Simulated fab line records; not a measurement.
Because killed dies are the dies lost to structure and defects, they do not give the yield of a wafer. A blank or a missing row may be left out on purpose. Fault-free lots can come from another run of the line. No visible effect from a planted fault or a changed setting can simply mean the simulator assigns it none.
Which of the tools did it? :: flow nand harc :: 24 lots with 72 wafers sampled at 5 steps, on a route of 1302 steps

## WHAT EACH GAUGE READ, for each wafer
NHARC_A_SIN_REMOVE_INSPECT_04. Usual: raw defect count 393, standard deviation 93.
lot: L074
measured: day 20 08:22
on: defect inspect-02
raw defect count: 759 668 399
flag: 

lot: L075
measured: day 21 01:22
on: defect inspect-01
raw defect count: 351 391 337
flag: 

lot: L076
measured: day 21 01:22
on: defect inspect-02
raw defect count: 335 232 196
flag: 

lot: L078
measured: day 21 13:32
on: defect inspect-02
raw defect count: 397 461 568
flag: 

lot: L077
measured: day 21 15:14
on: defect inspect-01
raw defect count: 250 291 432
flag: 

lot: L079
measured: day 22 07:52
on: defect inspect-02
raw defect count: 275 339 350
flag: 

lot: L080
measured: day 22 21:53
on: defect inspect-02
raw defect count: 351 390 355
flag: 

lot: L082
measured: day 23 07:42
on: defect inspect-02
raw defect count: 377 474 447
flag: 

lot: L081
measured: day 23 09:22
on: defect inspect-02
raw defect count: 364 430 505
flag: 

lot: L083
measured: day 24 22:17
on: defect inspect-02
raw defect count: 413 490 443
flag: 

lot: L085
measured: day 25 02:47
on: defect inspect-02
raw defect count: 401 398 380
flag: 

lot: L086
measured: day 25 06:35
on: defect inspect-02
raw defect count: 366 427 318
flag: 

lot: L084
measured: day 25 06:35
on: defect inspect-01
raw defect count: 299 324 360
flag: 

lot: L087
measured: day 26 05:13
on: defect inspect-01
raw defect count: 478 571 411
flag: 

lot: L088
measured: day 26 05:13
on: defect inspect-02
raw defect count: 295 370 305
flag: 

lot: L089
measured: day 26 15:33
on: defect inspect-02
raw defect count: 228 270 280
flag: 

lot: L091
measured: day 26 21:34
on: defect inspect-01
raw defect count: 378 479 348
flag: 

lot: L090
measured: day 26 23:54
on: defect inspect-01
raw defect count: 423 361 341
flag: 

lot: L092
measured: day 28 09:20
on: defect inspect-01
raw defect count: 620 410 605
flag: 

lot: L094
measured: day 28 09:20
on: defect inspect-02
raw defect count: 406 361 382
flag: 

lot: L093
measured: day 28 13:35
on: defect inspect-01
raw defect count: 424 435 375
flag: 

lot: L095
measured: day 28 22:52
on: defect inspect-02
raw defect count: 409 364 401
flag: 

lot: L096
measured: day 29 05:32
on: defect inspect-02
raw defect count: 315 328 449
flag: 

lot: L097
measured: day 29 19:50
on: defect inspect-02
raw defect count: 351 382 454
flag: 

NHARC_A_CONTACT_CD_MEAS_42: target cd 300 nm. Usual: cd nm 300.0 nm, standard deviation 0.57.
lot: L074
measured: day 21 12:28
on: cd sem-02
cd nm (nm): 299.8 300.5 300.6
flag: 

lot: L075
measured: day 22 03:54
on: cd sem-03
cd nm (nm): 300.6 299.7 300.1
flag: 

lot: L076
measured: day 22 03:31
on: cd sem-03
cd nm (nm): 298.8 300.2 300.0
flag: 

lot: L078
measured: day 22 14:59
on: cd sem-02
cd nm (nm): 299.7 300.0 299.1
flag: 

lot: L077
measured: day 22 14:49
on: cd sem-03
cd nm (nm): 299.0 299.7 300.0
flag: 

lot: L079
measured: day 23 08:16
on: cd sem-03
cd nm (nm): 300.3 300.3 300.2
flag: 

lot: L080
measured: day 23 23:09
on: cd sem-01
cd nm (nm): 299.8 300.2 299.7
flag: 

lot: L082
measured: day 24 13:17
on: cd sem-03
cd nm (nm): 299.9 299.7 299.6
flag: 

lot: L081
measured: day 24 09:02
on: cd sem-02
cd nm (nm): 300.0 299.5 300.0
flag: 

lot: L083
measured: day 26 00:10
on: cd sem-01
cd nm (nm): 301.2 300.7 300.8
flag: 

lot: L085
measured: day 26 00:08
on: cd sem-03
cd nm (nm): 299.5 300.0 299.7
flag: 

lot: L086
measured: day 26 07:02
on: cd sem-03
cd nm (nm): 300.8 300.3 300.6
flag: 

lot: L084
measured: day 26 08:36
on: cd sem-02
cd nm (nm): 299.6 298.4 299.4
flag: 

lot: L087
measured: day 27 05:49
on: cd sem-01
cd nm (nm): 299.6 299.7 299.8
flag: 

lot: L088
measured: day 27 05:40
on: cd sem-03
cd nm (nm): 300.1 300.0 300.2
flag: 

lot: L089
measured: day 27 15:34
on: cd sem-01
cd nm (nm): 300.3 300.2 300.5
flag: 

lot: L091
measured: day 28 00:25
on: cd sem-02
cd nm (nm): 300.0 300.2 299.9
flag: 

lot: L090
measured: day 28 03:24
on: cd sem-02
cd nm (nm): 299.2 301.4 299.9
flag: 

lot: L092
measured: day 29 11:07
on: cd sem-03
cd nm (nm): 300.2 300.2 300.2
flag: 

lot: L094
measured: day 29 10:48
on: cd sem-02
cd nm (nm): 300.6 300.5 300.5
flag: 

lot: L093
measured: day 29 11:32
on: cd sem-03
cd nm (nm): 299.6 299.6 298.9
flag: 

lot: L095
measured: day 29 22:39
on: cd sem-02
cd nm (nm): 300.6 300.0 301.0
flag: 

lot: L096
measured: day 30 08:22
on: cd sem-02
cd nm (nm): 298.8 299.4 298.4
flag: 

lot: L097
measured: day 30 20:11
on: cd sem-02
cd nm (nm): 300.4 299.8 300.1
flag: 

## WHICH TOOL RAN EACH LOT (tool, then ch and the chambers of the sampled wafers, then the start)
lot: L074
NHARC_A_SLIT_ETCH_26: har etch-01 ch 0,1, day 20 00:19
NHARC_A_SLIT_ETCH_29: rie diel-10 ch 1,2,3, day 20 01:09
NHARC_A_WL_FILL_STRIP_27: plasma asher-01 ch 0,1, day 20 10:35

lot: L075
NHARC_A_SLIT_ETCH_26: har etch-01 ch 0,1, day 20 17:21
NHARC_A_SLIT_ETCH_29: rie diel-10 ch 0,2,3, day 20 18:14
NHARC_A_WL_FILL_STRIP_27: plasma asher-02 ch 0,1, day 21 04:40

lot: L076
NHARC_A_SLIT_ETCH_26: har etch-02 ch 0, day 20 17:31
NHARC_A_SLIT_ETCH_29: rie diel-02 ch 0,1,3, day 20 18:25
NHARC_A_WL_FILL_STRIP_27: plasma asher-02 ch 0,1, day 21 04:51

lot: L078
NHARC_A_SLIT_ETCH_26: har etch-01 ch 0,1, day 21 05:34
NHARC_A_SLIT_ETCH_29: rie diel-10 ch 0,2,3, day 21 06:25
NHARC_A_WL_FILL_STRIP_27: plasma asher-01 ch 0,1, day 21 15:27

lot: L077
NHARC_A_SLIT_ETCH_26: har etch-02 ch 0,1, day 21 07:13
NHARC_A_SLIT_ETCH_29: rie diel-07 ch 0,1,3, day 21 08:04
NHARC_A_WL_FILL_STRIP_27: plasma asher-02 ch 0,1, day 21 16:58

lot: L079
NHARC_A_SLIT_ETCH_26: har etch-02 ch 1, day 21 23:44
NHARC_A_SLIT_ETCH_29: rie diel-10 ch 2,3, day 22 00:39
NHARC_A_WL_FILL_STRIP_27: plasma asher-01 ch 0,1, day 22 09:35

lot: L080
NHARC_A_SLIT_ETCH_26: har etch-02 ch 0,1, day 22 13:52
NHARC_A_SLIT_ETCH_29: rie diel-07 ch 1,2,3, day 22 14:45
NHARC_A_WL_FILL_STRIP_27: plasma asher-01 ch 0,1, day 23 01:23

lot: L082
NHARC_A_SLIT_ETCH_26: har etch-02 ch 0,1, day 22 23:40
NHARC_A_SLIT_ETCH_29: rie diel-10 ch 1,2,3, day 23 00:34
NHARC_A_WL_FILL_STRIP_27: plasma asher-01 ch 0,1, day 23 11:18

lot: L081
NHARC_A_SLIT_ETCH_26: har etch-01 ch 0,1, day 23 01:19
NHARC_A_SLIT_ETCH_29: rie diel-07 ch 1,2,3, day 23 02:11
NHARC_A_WL_FILL_STRIP_27: plasma asher-01 ch 0,1, day 23 12:54

lot: L083
NHARC_A_SLIT_ETCH_26: har etch-01 ch 0,1, day 24 14:17
NHARC_A_SLIT_ETCH_29: rie diel-10 ch 0,1,3, day 24 15:08
NHARC_A_WL_FILL_STRIP_27: plasma asher-01 ch 0,1, day 25 00:12

lot: L085
NHARC_A_SLIT_ETCH_26: har etch-02 ch 0,1, day 24 18:44
NHARC_A_SLIT_ETCH_29: rie diel-07 ch 1,3, day 24 19:36
NHARC_A_WL_FILL_STRIP_27: plasma asher-01 ch 0,1, day 25 04:41

lot: L086
NHARC_A_SLIT_ETCH_26: har etch-01 ch 0,1, day 24 22:06
NHARC_A_SLIT_ETCH_29: rie diel-10 ch 1,2,3, day 24 22:58
NHARC_A_WL_FILL_STRIP_27: plasma asher-02 ch 0,1, day 25 08:36

lot: L084
NHARC_A_SLIT_ETCH_26: har etch-02 ch 0, day 24 22:33
NHARC_A_SLIT_ETCH_29: rie diel-07 ch 1,3, day 24 23:25
NHARC_A_WL_FILL_STRIP_27: plasma asher-02 ch 1, day 25 08:47

lot: L087
NHARC_A_SLIT_ETCH_26: har etch-01 ch 1, day 25 20:55
NHARC_A_SLIT_ETCH_29: rie diel-02 ch 0,3, day 25 21:46
NHARC_A_WL_FILL_STRIP_27: plasma asher-01 ch 0,1, day 26 06:58

lot: L088
NHARC_A_SLIT_ETCH_26: har etch-02 ch 0,1, day 25 22:00
NHARC_A_SLIT_ETCH_29: rie diel-07 ch 0,1,3, day 25 22:53
NHARC_A_WL_FILL_STRIP_27: plasma asher-01 ch 0,1, day 26 07:07

lot: L089
NHARC_A_SLIT_ETCH_26: har etch-02 ch 0, day 26 07:34
NHARC_A_SLIT_ETCH_29: rie diel-02 ch 0,1,3, day 26 08:25
NHARC_A_WL_FILL_STRIP_27: plasma asher-02 ch 0,1, day 26 17:16

lot: L091
NHARC_A_SLIT_ETCH_26: har etch-01 ch 0,1, day 26 13:33
NHARC_A_SLIT_ETCH_29: rie diel-07 ch 0,2,3, day 26 14:25
NHARC_A_WL_FILL_STRIP_27: plasma asher-02 ch 0,1, day 26 23:20

lot: L090
NHARC_A_SLIT_ETCH_26: har etch-02 ch 0,1, day 26 15:53
NHARC_A_SLIT_ETCH_29: rie diel-07 ch 0,1, day 26 16:46
NHARC_A_WL_FILL_STRIP_27: plasma asher-02 ch 0,1, day 27 03:02

lot: L092
NHARC_A_SLIT_ETCH_26: har etch-01 ch 0,1, day 28 01:21
NHARC_A_SLIT_ETCH_29: rie diel-02 ch 1,2,3, day 28 02:10
NHARC_A_WL_FILL_STRIP_27: plasma asher-02 ch 0,1, day 28 11:07

lot: L094
NHARC_A_SLIT_ETCH_26: har etch-02 ch 0,1, day 28 02:42
NHARC_A_SLIT_ETCH_29: rie diel-10 ch 0,2,3, day 28 03:36
NHARC_A_WL_FILL_STRIP_27: plasma asher-01 ch 0, day 28 11:07

lot: L093
NHARC_A_SLIT_ETCH_26: har etch-01 ch 0,1, day 28 05:03
NHARC_A_SLIT_ETCH_29: rie diel-10 ch 0,3, day 28 05:56
NHARC_A_WL_FILL_STRIP_27: plasma asher-02 ch 0,1, day 28 15:29

lot: L095
NHARC_A_SLIT_ETCH_26: har etch-02 ch 0,1, day 28 14:50
NHARC_A_SLIT_ETCH_29: rie diel-07 ch 0,1,2, day 28 15:44
NHARC_A_WL_FILL_STRIP_27: plasma asher-01 ch 0,1, day 29 00:36

lot: L096
NHARC_A_SLIT_ETCH_26: har etch-02 ch 0,1, day 28 21:26
NHARC_A_SLIT_ETCH_29: rie diel-02 ch 0,3, day 28 22:17
NHARC_A_WL_FILL_STRIP_27: plasma asher-01 ch 0,1, day 29 07:17

lot: L097
NHARC_A_SLIT_ETCH_26: har etch-02 ch 0,1, day 29 11:45
NHARC_A_SLIT_ETCH_29: rie diel-07 ch 0,2, day 29 12:37
NHARC_A_WL_FILL_STRIP_27: plasma asher-01 ch 0,1, day 29 21:36
- NHARC_A_SLIT_ETCH_26: etches the open film in C4F8/O2/Ar, time 90 s, target depth 400 nm.
- NHARC_A_SLIT_ETCH_29: etches the open film in CF4/O2, target depth 100 nm, overetch 10 nm, time 55 s.
- NHARC_A_WL_FILL_STRIP_27: strips in N2/H2, time 20 s.

## AS READ BY THE TOOLS THEMSELVES (means over the sampled wafers that have a number; for cases with no such wafer, the mark the record gives instead)
NHARC_A_SLIT_ETCH_26. Usual: bias v 400 V, standard deviation 4; drypump motor current A 6.0 A, standard deviation 0.44; mfc ar sccm 375.2 sccm, standard deviation 1.2; showerhead plenum p Torr 3.69 Torr, standard deviation 0.12; throttle valve pct 27.620 %, standard deviation 0.0086.
lot: L074
tool: har etch-01
bias v (V): 396
drypump motor current A (A): 6.5
mfc ar sccm (sccm): 375.6
showerhead plenum p Torr (Torr): 3.60
throttle valve pct (%): 27.630
flag: 

lot: L075
tool: har etch-01
bias v (V): 406
drypump motor current A (A): 6.5
mfc ar sccm (sccm): 375.2
showerhead plenum p Torr (Torr): 3.60
throttle valve pct (%): 27.619
flag: 

lot: L076
tool: har etch-02
bias v (V): 401
drypump motor current A (A): 5.5
mfc ar sccm (sccm): 375.8
showerhead plenum p Torr (Torr): 3.72
throttle valve pct (%): 27.616
flag: 

lot: L078
tool: har etch-01
bias v (V): 397
drypump motor current A (A): 6.6
mfc ar sccm (sccm): 375.6
showerhead plenum p Torr (Torr): 3.59
throttle valve pct (%): 27.618
flag: 

lot: L077
tool: har etch-02
bias v (V): 404
drypump motor current A (A): 5.7
mfc ar sccm (sccm): 376.2
showerhead plenum p Torr (Torr): 3.72
throttle valve pct (%): 27.615
flag: 

lot: L079
tool: har etch-02
bias v (V): 399
drypump motor current A (A): 5.7
mfc ar sccm (sccm): 374.5
showerhead plenum p Torr (Torr): 3.72
throttle valve pct (%): 27.626
flag: 

lot: L080
tool: har etch-02
bias v (V): 397
drypump motor current A (A): 5.7
mfc ar sccm (sccm): 375.1
showerhead plenum p Torr (Torr): 3.71
throttle valve pct (%): 27.612
flag: 

lot: L082
tool: har etch-02
bias v (V): 395
drypump motor current A (A): 5.7
mfc ar sccm (sccm): 375.8
showerhead plenum p Torr (Torr): 3.71
throttle valve pct (%): 27.614
flag: 

lot: L081
tool: har etch-01
bias v (V): 396
drypump motor current A (A): 6.6
mfc ar sccm (sccm): 375.9
showerhead plenum p Torr (Torr): 3.58
throttle valve pct (%): 27.621
flag: 

lot: L083
tool: har etch-01
bias v (V): 399
drypump motor current A (A): 6.6
mfc ar sccm (sccm): 375.7
showerhead plenum p Torr (Torr): 3.76
throttle valve pct (%): 27.627
flag: 

lot: L085
tool: har etch-02
bias v (V): 397
drypump motor current A (A): 5.6
mfc ar sccm (sccm): 375.5
showerhead plenum p Torr (Torr): 3.69
throttle valve pct (%): 27.622
flag: 

lot: L086
tool: har etch-01
bias v (V): 396
drypump motor current A (A): 6.5
mfc ar sccm (sccm): 374.8
showerhead plenum p Torr (Torr): 3.87
throttle valve pct (%): 27.624
flag: 

lot: L084
tool: har etch-02
bias v (V): 402
drypump motor current A (A): 5.6
mfc ar sccm (sccm): 375.8
showerhead plenum p Torr (Torr): 3.68
throttle valve pct (%): 27.615
flag: 

lot: L087
tool: har etch-01
bias v (V): 410
drypump motor current A (A): 6.5
mfc ar sccm (sccm): 374.7
showerhead plenum p Torr (Torr): 3.63
throttle valve pct (%): 27.621
flag: 

lot: L088
tool: har etch-02
bias v (V): 401
drypump motor current A (A): 5.6
mfc ar sccm (sccm): 374.5
showerhead plenum p Torr (Torr): 3.68
throttle valve pct (%): 27.621
flag: 

lot: L089
tool: har etch-02
bias v (V): 403
drypump motor current A (A): 5.6
mfc ar sccm (sccm): 375.8
showerhead plenum p Torr (Torr): 3.67
throttle valve pct (%): 27.617
flag: 

lot: L091
tool: har etch-01
bias v (V): 401
drypump motor current A (A): 6.5
mfc ar sccm (sccm): 374.6
showerhead plenum p Torr (Torr): 3.85
throttle valve pct (%): 27.617
flag: 

lot: L090
tool: har etch-02
bias v (V): 402
drypump motor current A (A): 5.6
mfc ar sccm (sccm): 373.2
showerhead plenum p Torr (Torr): 3.67
throttle valve pct (%): 27.621
flag: 

lot: L092
tool: har etch-01
bias v (V): 398
drypump motor current A (A): 6.5
mfc ar sccm (sccm): 374.8
showerhead plenum p Torr (Torr): 3.73
throttle valve pct (%): 27.623
flag: 

lot: L094
tool: har etch-02
bias v (V): 399
drypump motor current A (A): 5.6
mfc ar sccm (sccm): 375.3
showerhead plenum p Torr (Torr): 3.66
throttle valve pct (%): 27.615
flag: 

lot: L093
tool: har etch-01
bias v (V): 399
drypump motor current A (A): 6.5
mfc ar sccm (sccm): 375.4
showerhead plenum p Torr (Torr): 3.84
throttle valve pct (%): 27.619
flag: 

lot: L095
tool: har etch-02
bias v (V): 400
drypump motor current A (A): 5.7
mfc ar sccm (sccm): 374.9
showerhead plenum p Torr (Torr): 3.66
throttle valve pct (%): 27.623
flag: 

lot: L096
tool: har etch-02
bias v (V): 401
drypump motor current A (A): 5.6
mfc ar sccm (sccm): 375.9
showerhead plenum p Torr (Torr): 3.65
throttle valve pct (%): 27.626
flag: 

lot: L097
tool: har etch-02
bias v (V): 399
drypump motor current A (A): 5.6
mfc ar sccm (sccm): 376.1
showerhead plenum p Torr (Torr): 3.65
throttle valve pct (%): 27.624
flag: 

NHARC_A_SLIT_ETCH_29. Usual: drypump motor current A 5.6 A, standard deviation 0.42; mfc ar sccm 0.005 sccm, standard deviation 0.0093; oes product au 1.000 a.u., standard deviation 0.01; rf vpp V 198.3 V, standard deviation 1.1; showerhead plenum p Torr 1.36 Torr, standard deviation 0.045; throttle valve pct 13.396 %, standard deviation 0.01.
lot: L074
tool: rie diel-10
drypump motor current A (A): 5.8
mfc ar sccm (sccm): 0.005
oes product au (a.u.): 1.004
rf vpp V (V): 199.2
showerhead plenum p Torr (Torr): 1.37
throttle valve pct (%): 13.389
flag: 

lot: L075
tool: rie diel-10
drypump motor current A (A): 5.5
mfc ar sccm (sccm): 0.011
oes product au (a.u.): 1.010
rf vpp V (V): 198.8
showerhead plenum p Torr (Torr): 1.37
throttle valve pct (%): 13.392
flag: 

lot: L076
tool: rie diel-02
drypump motor current A (A): 5.4
mfc ar sccm (sccm): 0.000
oes product au (a.u.): 1.001
rf vpp V (V): 197.4
showerhead plenum p Torr (Torr): 1.33
throttle valve pct (%): 13.395
flag: 

lot: L078
tool: rie diel-10
drypump motor current A (A): 5.5
mfc ar sccm (sccm): 0.011
oes product au (a.u.): 1.010
rf vpp V (V): 198.4
showerhead plenum p Torr (Torr): 1.37
throttle valve pct (%): 13.405
flag: 

lot: L077
tool: rie diel-07
drypump motor current A (A): 5.5
mfc ar sccm (sccm): 0.002
oes product au (a.u.): 0.995
rf vpp V (V): 198.4
showerhead plenum p Torr (Torr): 1.36
throttle valve pct (%): 13.392
flag: 

lot: L079
tool: rie diel-10
drypump motor current A (A): 5.6
mfc ar sccm (sccm): 0.000
oes product au (a.u.): 1.008
rf vpp V (V): 199.8
showerhead plenum p Torr (Torr): 1.41
throttle valve pct (%): 13.390
flag: 

lot: L080
tool: rie diel-07
drypump motor current A (A): 5.6
mfc ar sccm (sccm): 0.001
oes product au (a.u.): 0.993
rf vpp V (V): 198.5
showerhead plenum p Torr (Torr): 1.39
throttle valve pct (%): 13.399
flag: 

lot: L082
tool: rie diel-10
drypump motor current A (A): 5.7
mfc ar sccm (sccm): 0.005
oes product au (a.u.): 1.008
rf vpp V (V): 199.1
showerhead plenum p Torr (Torr): 1.37
throttle valve pct (%): 13.399
flag: 

lot: L081
tool: rie diel-07
drypump motor current A (A): 5.6
mfc ar sccm (sccm): 0.001
oes product au (a.u.): 0.994
rf vpp V (V): 198.4
showerhead plenum p Torr (Torr): 1.39
throttle valve pct (%): 13.390
flag: 

lot: L083
tool: rie diel-10
drypump motor current A (A): 5.7
mfc ar sccm (sccm): 0.016
oes product au (a.u.): 1.002
rf vpp V (V): 197.9
showerhead plenum p Torr (Torr): 1.34
throttle valve pct (%): 13.399
flag: 

lot: L085
tool: rie diel-07
drypump motor current A (A): 5.2
mfc ar sccm (sccm): 0.001
oes product au (a.u.): 1.005
rf vpp V (V): 198.4
showerhead plenum p Torr (Torr): 1.38
throttle valve pct (%): 13.386
flag: 

lot: L086
tool: rie diel-10
drypump motor current A (A): 5.7
mfc ar sccm (sccm): 0.005
oes product au (a.u.): 1.006
rf vpp V (V): 198.9
showerhead plenum p Torr (Torr): 1.37
throttle valve pct (%): 13.386
flag: 

lot: L084
tool: rie diel-07
drypump motor current A (A): 5.2
mfc ar sccm (sccm): 0.001
oes product au (a.u.): 0.996
rf vpp V (V): 198.3
showerhead plenum p Torr (Torr): 1.38
throttle valve pct (%): 13.398
flag: 

lot: L087
tool: rie diel-02
drypump motor current A (A): 5.3
mfc ar sccm (sccm): 0.000
oes product au (a.u.): 0.999
rf vpp V (V): 197.6
showerhead plenum p Torr (Torr): 1.30
throttle valve pct (%): 13.392
flag: 

lot: L088
tool: rie diel-07
drypump motor current A (A): 5.5
mfc ar sccm (sccm): 0.002
oes product au (a.u.): 0.998
rf vpp V (V): 198.3
showerhead plenum p Torr (Torr): 1.35
throttle valve pct (%): 13.400
flag: 

lot: L089
tool: rie diel-02
drypump motor current A (A): 5.5
mfc ar sccm (sccm): 0.000
oes product au (a.u.): 1.005
rf vpp V (V): 197.4
showerhead plenum p Torr (Torr): 1.32
throttle valve pct (%): 13.406
flag: 

lot: L091
tool: rie diel-07
drypump motor current A (A): 5.9
mfc ar sccm (sccm): 0.001
oes product au (a.u.): 0.984
rf vpp V (V): 197.8
showerhead plenum p Torr (Torr): 1.36
throttle valve pct (%): 13.393
flag: 

lot: L090
tool: rie diel-07
drypump motor current A (A): 5.0
mfc ar sccm (sccm): 0.002
oes product au (a.u.): 0.998
rf vpp V (V): 198.1
showerhead plenum p Torr (Torr): 1.37
throttle valve pct (%): 13.388
flag: 

lot: L092
tool: rie diel-02
drypump motor current A (A): 5.8
mfc ar sccm (sccm): 0.006
oes product au (a.u.): 0.992
rf vpp V (V): 198.3
showerhead plenum p Torr (Torr): 1.34
throttle valve pct (%): 13.395
flag: 

lot: L094
tool: rie diel-10
drypump motor current A (A): 5.5
mfc ar sccm (sccm): 0.011
oes product au (a.u.): 0.992
rf vpp V (V): 198.1
showerhead plenum p Torr (Torr): 1.37
throttle valve pct (%): 13.391
flag: 

lot: L093
tool: rie diel-10
drypump motor current A (A): 5.7
mfc ar sccm (sccm): 0.011
oes product au (a.u.): 0.993
rf vpp V (V): 198.2
showerhead plenum p Torr (Torr): 1.35
throttle valve pct (%): 13.395
flag: 

lot: L095
tool: rie diel-07
drypump motor current A (A): 5.4
mfc ar sccm (sccm): 0.002
oes product au (a.u.): 0.999
rf vpp V (V): 199.3
showerhead plenum p Torr (Torr): 1.37
throttle valve pct (%): 13.396
flag: 

lot: L096
tool: rie diel-02
drypump motor current A (A): 5.3
mfc ar sccm (sccm): 0.000
oes product au (a.u.): 1.002
rf vpp V (V): 197.8
showerhead plenum p Torr (Torr): 1.29
throttle valve pct (%): 13.407
flag: 

lot: L097
tool: rie diel-07
drypump motor current A (A): 5.6
mfc ar sccm (sccm): 0.002
oes product au (a.u.): 0.992
rf vpp V (V): 197.9
showerhead plenum p Torr (Torr): 1.34
throttle valve pct (%): 13.402
flag: 

NHARC_A_WL_FILL_STRIP_27. Usual: drypump motor current A 5.3 A, standard deviation 0.33; heater power w 332 W, standard deviation 54.
lot: L074
tool: plasma asher-01
drypump motor current A (A): 5.5
heater power w (W): 346
flag: 

lot: L075
tool: plasma asher-02
drypump motor current A (A): 5.0
heater power w (W): 286
flag: 

lot: L076
tool: plasma asher-02
drypump motor current A (A): 5.1
heater power w (W): 293
flag: 

lot: L078
tool: plasma asher-01
drypump motor current A (A): 5.5
heater power w (W): 344
flag: 

lot: L077
tool: plasma asher-02
drypump motor current A (A): 5.3
heater power w (W): 306
flag: 

lot: L079
tool: plasma asher-01
drypump motor current A (A): 5.4
heater power w (W): 379
flag: 

lot: L080
tool: plasma asher-01
drypump motor current A (A): 5.5
heater power w (W): 346
flag: 

lot: L082
tool: plasma asher-01
drypump motor current A (A): 5.6
heater power w (W): 346
flag: 

lot: L081
tool: plasma asher-01
drypump motor current A (A): 5.6
heater power w (W): 348
flag: 

lot: L083
tool: plasma asher-01
drypump motor current A (A): 5.5
heater power w (W): 342
flag: 

lot: L085
tool: plasma asher-01
drypump motor current A (A): 5.5
heater power w (W): 348
flag: 

lot: L086
tool: plasma asher-02
drypump motor current A (A): 5.3
heater power w (W): 311
flag: 

lot: L084
tool: plasma asher-02
drypump motor current A (A): 4.8
heater power w (W): 272
flag: 

lot: L087
tool: plasma asher-01
drypump motor current A (A): 5.6
heater power w (W): 342
flag: 

lot: L088
tool: plasma asher-01
drypump motor current A (A): 5.5
heater power w (W): 350
flag: 

lot: L089
tool: plasma asher-02
drypump motor current A (A): 5.0
heater power w (W): 272
flag: 

lot: L091
tool: plasma asher-02
drypump motor current A (A): 5.0
heater power w (W): 276
flag: 

lot: L090
tool: plasma asher-02
drypump motor current A (A): 5.0
heater power w (W): 277
flag: 

lot: L092
tool: plasma asher-02
drypump motor current A (A): 5.0
heater power w (W): 273
flag: 

lot: L094
tool: plasma asher-01
drypump motor current A (A): 5.2
heater power w (W): 407
flag: 

lot: L093
tool: plasma asher-02
drypump motor current A (A): 5.0
heater power w (W): 275
flag: 

lot: L095
tool: plasma asher-01
drypump motor current A (A): 5.4
heater power w (W): 373
flag: 

lot: L096
tool: plasma asher-01
drypump motor current A (A): 5.4
heater power w (W): 385
flag: 

lot: L097
tool: plasma asher-01
drypump motor current A (A): 5.6
heater power w (W): 342
flag: 

## THE ANSWER, worked out from the rows above alone
Rule: take the mean of a lot's wafers that have a number; if it is more than 3 standard deviations from the usual mean, the lot is off. Also off: a lot with no number at a reading for which 4 or more lots have one. All remaining lots with rows at the step are treated as sound. The gauges are gone through in route order, then the tools' own readings, and for those a lot's mean is taken as printed above. At the first step where some lot is off, the reading lying furthest off is the one used; lots without a number count as furthest.
None of the lots is off at any reading shown; this tells nothing.

## WHAT THE SIMULATOR PUT IN
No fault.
